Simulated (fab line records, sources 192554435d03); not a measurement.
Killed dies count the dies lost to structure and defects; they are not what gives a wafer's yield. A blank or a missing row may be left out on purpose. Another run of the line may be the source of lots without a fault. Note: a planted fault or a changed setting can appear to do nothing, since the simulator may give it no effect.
3 desks, one fault || flow n5Finfet || every desk sees just its own numbers, and what lay behind them comes last

== AT THE TOOL OWNER'S DESK: rieDiel-03 ==
The tool's own readings at N5_BEOL_M15_ETCH_61 (etches BARC in N2/H2, target depth 89 nm, overetch 26.7 nm, time 67.9 s): means of the sampled wafers that have a number, for each lot that ran on this tool. The brackets show how far a lot's mean lies from the usual mean; more than 4 standard deviations puts the lot out of limits, marked OUT.
Columns: A = biasW at N5_BEOL_M15_ETCH_61, usual 150.0 W; B = drypumpMotorCurrentA at N5_BEOL_M15_ETCH_61, usual 5.6 A; C = oesProductAu at N5_BEOL_M15_ETCH_61, usual 0.73 a.u.; D = rfVppV at N5_BEOL_M15_ETCH_61, usual 523.9 V; E = showerheadPlenumPTorr at N5_BEOL_M15_ETCH_61, usual 2.54 Torr; F = throttleValvePct at N5_BEOL_M15_ETCH_61, usual 17.7 %
{"lot": "L212", "first seen here": "day 10 13:53", "A": 150.3, "B": 5.4, "C": 0.79, "D": 524.7, "E": 2.56, "F": 17.9}
{"lot": "L214", "first seen here": "day 11 15:46", "A": 150.0, "B": 5.6, "C": 0.70, "D": 526.0, "E": 2.60, "F": 17.9}
{"lot": "L216", "first seen here": "day 12 05:35", "A": 149.8, "B": 5.3, "C": 0.75, "D": 524.3, "E": 2.55, "F": 17.9}
{"lot": "L224", "first seen here": "day 14 18:33", "A": "155.4 (+12) OUT", "B": 5.6, "C": 0.69, "D": "536.7 (+4.6) OUT", "E": 2.59, "F": 18.0}
This desk finds L224 out of limits, L224 being first, at day 14 18:33 (biasW at N5_BEOL_M15_ETCH_61). L212, L214, L216: within limits.

== THE DEFECT DESK ==
Per lot, the means of the sampled wafers with a number show what the inspections along the route counted. The brackets show how far a lot's mean lies from the usual mean; more than 4 standard deviations puts the lot out of limits, marked OUT.
Columns: A = rawDefectCount at N5_BEOL_M15_INSPECT_12, usual 2.0
{"lot": "L212", "first seen here": "day 10 12:14", "A": 3.7}
{"lot": "L214", "first seen here": "day 11 13:54", "A": 1.3}
{"lot": "L216", "first seen here": "day 12 03:52", "A": 1.3}
{"lot": "L217", "first seen here": "day 12 14:31", "A": 2.0}
{"lot": "L219", "first seen here": "day 12 14:47", "A": 0.3}
{"lot": "L224", "first seen here": "day 14 16:40", "A": 1.3}
{"lot": "L232", "first seen here": "day 15 23:33", "A": 1.7}
{"lot": "L229", "first seen here": "day 16 07:14", "A": 2.3}
{"lot": "L233", "first seen here": "day 16 20:14", "A": 4.0}
{"lot": "L234", "first seen here": "day 17 08:30", "A": 0.7}
{"lot": "L235", "first seen here": "day 17 08:59", "A": 1.3}
Finding of this desk: none of the 11 lots has anything out of limits.

== METROLOGY DESK ==
Means of the sampled wafers that have a number, per lot and without regard to the tool the lot ran on: this is what the gauges read. The brackets show how far a lot's mean lies from the usual mean; more than 4 standard deviations puts the lot out of limits, marked OUT.
Columns: A = V14_OVL at N5_BEOL_M15_OVL_MEAS_11, usual 5 nm
{"lot": "L212", "first seen here": "day 10 12:12", "A": 4}
{"lot": "L214", "first seen here": "day 11 13:53", "A": 4}
{"lot": "L216", "first seen here": "day 12 03:51", "A": 2}
{"lot": "L217", "first seen here": "day 12 14:30", "A": 11}
{"lot": "L219", "first seen here": "day 12 14:46", "A": 10}
{"lot": "L224", "first seen here": "day 14 16:38", "A": 3}
{"lot": "L232", "first seen here": "day 15 23:31", "A": -2}
{"lot": "L229", "first seen here": "day 16 07:13", "A": 13}
{"lot": "L233", "first seen here": "day 16 20:13", "A": 8}
{"lot": "L234", "first seen here": "day 17 08:28", "A": 4}
{"lot": "L235", "first seen here": "day 17 08:58", "A": 7}
Finding of this desk: none of the 11 lots has anything out of limits.

== BROUGHT TOGETHER ==
On L224, at day 14 18:33, an alarm was possible from the tool owner's desk.
Nothing the defect desk looked at was out of limits.
Metrology desk: nothing out of limits seen.
The defect desk has L224 on record, within its limits.
The metrology desk has L224 on record, within its limits.
Of the lots named, all ran N5_BEOL_M15_ETCH_61 on rieDiel-03.

== WHAT THE SIMULATOR PUT IN ==
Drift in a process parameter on rieDiel-03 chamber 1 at N5_BEOL_M15_ETCH_61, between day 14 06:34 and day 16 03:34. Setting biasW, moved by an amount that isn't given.
Lots struck among those shown: L224.
How many hours passed from the start of the fault until each desk's first out-of-limits reading: the tool owner's desk, 12.
